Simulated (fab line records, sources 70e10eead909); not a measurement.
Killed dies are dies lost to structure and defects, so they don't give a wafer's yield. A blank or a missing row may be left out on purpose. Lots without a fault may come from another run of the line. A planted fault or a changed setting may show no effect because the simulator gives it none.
Which tool did it? | flow nand_harc | 24 lots, 72 wafers sampled, at 4 steps of a route of 1302

WHAT THE GAUGES READ, wafer by wafer
NHARC_A_M0_INSPECT_27.
lot  | measured     | on                | raw_defect_count
L074 | day 23 07:35 | defect_inspect-02 | 491 528 491
L075 | day 23 09:26 | defect_inspect-01 | 502 388 567
L076 | day 23 19:37 | defect_inspect-01 | 340 306 327
L078 | day 24 02:54 | defect_inspect-02 | 589 924 704
L079 | day 24 11:56 | defect_inspect-01 | 439 400 373
L077 | day 24 12:49 | defect_inspect-01 | 368 491 492
L080 | day 25 10:34 | defect_inspect-01 | 481 523 511
L081 | day 25 17:35 | defect_inspect-02 | 441 590 523
L082 | day 26 01:13 | defect_inspect-02 | 675 741 877
L083 | day 26 10:17 | defect_inspect-02 | 410 421 433
L084 | day 26 13:28 | defect_inspect-02 | 489 381 448
L085 | day 27 11:53 | defect_inspect-02 | 504 628 474
L086 | day 27 19:16 | defect_inspect-02 | 605 619 782
L087 | day 28 13:16 | defect_inspect-01 | 702 531 900
L088 | day 28 19:28 | defect_inspect-01 | 554 457 481
L089 | day 29 03:53 | defect_inspect-02 | 435 541 524
L090 | day 30 00:33 | defect_inspect-01 | 484 588 518
L091 | day 30 01:25 | defect_inspect-02 | 376 466 402
L092 | day 30 07:37 | defect_inspect-02 | 308 322 429
L093 | day 30 09:34 | defect_inspect-01 | 737 518 716
L094 | day 30 16:01 | defect_inspect-01 | 387 415 505
L096 | day 31 14:59 | defect_inspect-01 | 513 613 534
L095 | day 31 17:34 | defect_inspect-02 | 463 496 475
L097 | day 32 21:37 | defect_inspect-02 | 1013 900 617

WHICH TOOL RAN EACH LOT (tool, then ch and the chambers of the sampled wafers, then the start)
lot  | NHARC_A_BLC_ALD_23                  | NHARC_A_BLC_CVD_24                       | NHARC_A_BLC_CMP_25
L074 | ald_metal-02 ch 0,2,3, day 23 02:56 | cvd_w-02 ch 0,1, day 23 03:38 or earlier | cmp-04 ch 1,2,3, day 23 03:38
L075 | ald_metal-04 ch 0,1,3, day 23 04:43 | cvd_w-01 ch 0,1, day 23 05:27 or earlier | cmp-01 ch 0,1,2, day 23 05:27
L076 | ald_metal-03 ch 1,2,3, day 23 14:31 | cvd_w-02 ch 1, day 23 15:41 or earlier   | cmp-01 ch 1,3, day 23 15:41
L078 | ald_metal-03 ch 1,2, day 23 22:09   | cvd_w-02 ch 0,1, day 23 22:53 or earlier | cmp-04 ch 1,3, day 23 22:53
L079 | ald_metal-02 ch 1,2, day 24 06:59   | cvd_w-02 ch 0,1, day 24 07:43 or earlier | cmp-01 ch 2,3, day 24 07:43
L077 | ald_metal-04 ch 0,2,3, day 24 07:39 | cvd_w-01 ch 0,1, day 24 08:49 or earlier | cmp-04 ch 0,1,2, day 24 08:49
L080 | ald_metal-03 ch 0,1,3, day 25 05:45 | cvd_w-01 ch 0,1, day 25 06:26 or earlier | cmp-03 ch 0,3, day 25 06:26
L081 | ald_metal-04 ch 0,1,3, day 25 12:46 | cvd_w-01 ch 0,1, day 25 13:28 or earlier | cmp-04 ch 0,2,3, day 25 13:28
L082 | ald_metal-02 ch 0,2,3, day 25 20:32 | cvd_w-02 ch 0,1, day 25 21:14 or earlier | cmp-03 ch 0,3, day 25 21:14
L083 | ald_metal-04 ch 0,1,2, day 26 05:44 | cvd_w-01 ch 0,1, day 26 06:29 or earlier | cmp-03 ch 1,2,3, day 26 06:29
L084 | ald_metal-03 ch 0,2,3, day 26 08:55 | cvd_w-02 ch 0,1, day 26 09:40 or earlier | cmp-03 ch 0,1,3, day 26 09:40
L085 | ald_metal-03 ch 0,3, day 27 07:11   | cvd_w-01 ch 0,1, day 27 07:56 or earlier | cmp-01 ch 2,3, day 27 07:56
L086 | ald_metal-03 ch 0,2, day 27 14:02   | cvd_w-01 ch 1, day 27 15:18 or earlier   | cmp-01 ch 1,2, day 27 15:18
L087 | ald_metal-02 ch 1,2,3, day 28 08:33 | cvd_w-02 ch 0,1, day 28 09:20 or earlier | cmp-04 ch 0,1,3, day 28 09:20
L088 | ald_metal-04 ch 0,1,3, day 28 14:54 | cvd_w-02 ch 0,1, day 28 15:38 or earlier | cmp-03 ch 0,1,2, day 28 15:38
L089 | ald_metal-02 ch 0,3, day 28 23:17   | cvd_w-02 ch 0,1, day 29 00:03 or earlier | cmp-03 ch 0,1,2, day 29 00:03
L090 | ald_metal-03 ch 0,1,3, day 29 19:53 | cvd_w-02 ch 0,1, day 29 20:35 or earlier | cmp-04 ch 0,1, day 29 20:35
L091 | ald_metal-02 ch 0,2,3, day 29 20:44 | cvd_w-01 ch 0,1, day 29 21:28 or earlier | cmp-04 ch 0,1, day 29 21:28
L092 | ald_metal-03 ch 0,1, day 30 03:03   | cvd_w-01 ch 0,1, day 30 03:50 or earlier | cmp-01 ch 1,2,3, day 30 03:50
L093 | ald_metal-02 ch 0,1,2, day 30 04:53 | cvd_w-02 ch 0,1, day 30 05:38 or earlier | cmp-01 ch 0,2,3, day 30 05:38
L094 | ald_metal-04 ch 0,2,3, day 30 11:21 | cvd_w-01 ch 0,1, day 30 12:07 or earlier | cmp-01 ch 1,2,3, day 30 12:07
L096 | ald_metal-04 ch 0,1,2, day 31 10:22 | cvd_w-02 ch 0, day 31 11:05 or earlier   | cmp-03 ch 0,1,2, day 31 11:05
L095 | ald_metal-03 ch 1,2, day 31 12:44   | cvd_w-02 ch 0,1, day 31 13:28 or earlier | cmp-03 ch 0,1,2, day 31 13:28
L097 | ald_metal-04 ch 1,2, day 32 17:02   | cvd_w-01 ch 0, day 32 17:46 or earlier   | cmp-01 ch 0,1,2, day 32 17:46
- NHARC_A_BLC_ALD_23: deposits TiN, target thk 3 nm, pulse time 1 s, ald cycles 150.
- NHARC_A_BLC_CVD_24: deposits W, target thk 150 nm, time 434 s.
- NHARC_A_BLC_CMP_25: polishes, t overpolish 30 s, target thk 150 nm.

WHAT THE TOOLS THEMSELVES READ (means of the sampled wafers that have a number; where no wafer has one, the mark that the record gives instead)
NHARC_A_BLC_ALD_23.
lot  | tool         | heater_power_w (W) | precursor_pulse_height_rel
L074 | ald_metal-02 | 1018               | 1.002
L075 | ald_metal-04 | 1053               | 1.027
L076 | ald_metal-03 | 1083               | 0.980
L078 | ald_metal-03 | 1154               | 0.977
L079 | ald_metal-02 | 924                | 0.988
L077 | ald_metal-04 | 1068               | 1.004
L080 | ald_metal-03 | 1060               | 0.988
L081 | ald_metal-04 | 1050               | 0.991
L082 | ald_metal-02 | 1018               | 1.002
L083 | ald_metal-04 | 1129               | 1.024
L084 | ald_metal-03 | 1043               | 0.996
L085 | ald_metal-03 | 999                | 1.012
L086 | ald_metal-03 | 1087               | 0.986
L087 | ald_metal-02 | 953                | 1.019
L088 | ald_metal-04 | 1014               | 0.999
L089 | ald_metal-02 | 1077               | 1.025
L090 | ald_metal-03 | 1090               | 0.993
L091 | ald_metal-02 | 1026               | 0.996
L092 | ald_metal-03 | 1123               | 1.006
L093 | ald_metal-02 | 940                | 0.986
L094 | ald_metal-04 | 1038               | 1.005
L096 | ald_metal-04 | 1120               | 0.987
L095 | ald_metal-03 | 1115               | 0.997
L097 | ald_metal-04 | 1217               | 0.992

NHARC_A_BLC_CVD_24.
lot  | tool     | heater_power_w (W) | mfc_h2_sccm (sccm) | throttle_valve_pct (%)
L074 | cvd_w-02 | 423                | 1603               | 7.8
L075 | cvd_w-01 | 435                | 1603               | 7.6
L076 | cvd_w-02 | 405                | 1601               | 7.9
L078 | cvd_w-02 | 429                | 1605               | 7.7
L079 | cvd_w-02 | 452                | 1606               | 7.4
L077 | cvd_w-01 | 435                | 1605               | 7.7
L080 | cvd_w-01 | 435                | 1593               | 7.7
L081 | cvd_w-01 | 443                | 1604               | 7.8
L082 | cvd_w-02 | 459                | 1599               | 7.8
L083 | cvd_w-01 | 434                | 1605               | 7.9
L084 | cvd_w-02 | 433                | 1599               | 7.8
L085 | cvd_w-01 | 468                | 1604               | 7.5
L086 | cvd_w-01 | 414                | 1601               | 8.0
L087 | cvd_w-02 | 432                | 1598               | 7.8
L088 | cvd_w-02 | 429                | 1606               | 7.9
L089 | cvd_w-02 | 472                | 1601               | 7.7
L090 | cvd_w-02 | 471                | 1601               | 7.8
L091 | cvd_w-01 | 457                | 1601               | 7.6
L092 | cvd_w-01 | 462                | 1597               | 7.6
L093 | cvd_w-02 | 437                | 1599               | 7.7
L094 | cvd_w-01 | 437                | 1601               | 7.8
L096 | cvd_w-02 | 510                | 1608               | 7.9
L095 | cvd_w-02 | 437                | 1607               | 7.8
L097 | cvd_w-01 | 440                | 1607               | 7.3

NHARC_A_BLC_CMP_25.
lot  | tool   | motor_current_A (A) | overpolish_run_s (s) | slurry_flow_ml_min | time_to_endpoint_s (s)
L074 | cmp-04 | 11.5                | 29.993               | 149.9              | 25.3
L075 | cmp-01 | 12.1                | 29.993               | 150.1              | 30.7
L076 | cmp-01 | 13.5                | 30.006               | 150.0              | 28.8
L078 | cmp-04 | 11.2                | 30.002               | 150.5              | 30.6
L079 | cmp-01 | 11.2                | 30.000               | 150.0              | 31.5
L077 | cmp-04 | 11.5                | 30.006               | 149.9              | 29.0
L080 | cmp-03 | 11.4                | 30.001               | 150.4              | 30.6
L081 | cmp-04 | 12.0                | 30.003               | 150.3              | 30.8
L082 | cmp-03 | 11.5                | 30.000               | 149.9              | 29.7
L083 | cmp-03 | 12.0                | 30.002               | 150.0              | 29.7
L084 | cmp-03 | 12.2                | 29.991               | 149.7              | 27.9
L085 | cmp-01 | 11.4                | 29.998               | 150.3              | 32.8
L086 | cmp-01 | 13.0                | 29.998               | 150.6              | 30.2
L087 | cmp-04 | 11.4                | 29.996               | 150.1              | 31.0
L088 | cmp-03 | 11.6                | 29.999               | 150.4              | 27.9
L089 | cmp-03 | 11.8                | 30.003               | 149.7              | 31.4
L090 | cmp-04 | 11.4                | 29.993               | 150.0              | 30.4
L091 | cmp-04 | 10.7                | 29.997               | 150.1              | 29.6
L092 | cmp-01 | 12.4                | 29.992               | 149.9              | 32.4
L093 | cmp-01 | 11.2                | 30.004               | 150.2              | 27.3
L094 | cmp-01 | 12.4                | 30.008               | 150.5              | 29.0
L096 | cmp-03 | 11.5                | 30.002               | 150.0              | 30.0
L095 | cmp-03 | 11.6                | 30.002               | 150.0              | 30.4
L097 | cmp-01 | 12.3                | 30.000               | 150.1              | 29.1

THE ANSWER, worked out from the rows above alone
Rule: what is usual is taken from the lots themselves. Put in order of their means at a reading, lots are off if they are a third of the lots or fewer, leave a main group of 4 or more, and stand apart from it by a gap of 3 or more times the standard deviation of the main group's means; of several such gaps the widest counts. A main group whose means are all the same, to the digits that the tables above print for the reading, isn't used. A lot without any number at a reading at which 4 lots or more have one is off too. The other lots that the step has rows for count as sound. The gauges are gone through in route order, then the tools' own readings, and for those a lot's mean is taken as printed above. The first step at which some lot is off is used, and at that step the reading that is off furthest; a lot without a number counts as furthest.
No lot is off at any reading shown: from this, nothing can be told.

WHAT THE SIMULATOR HAD PUT IN
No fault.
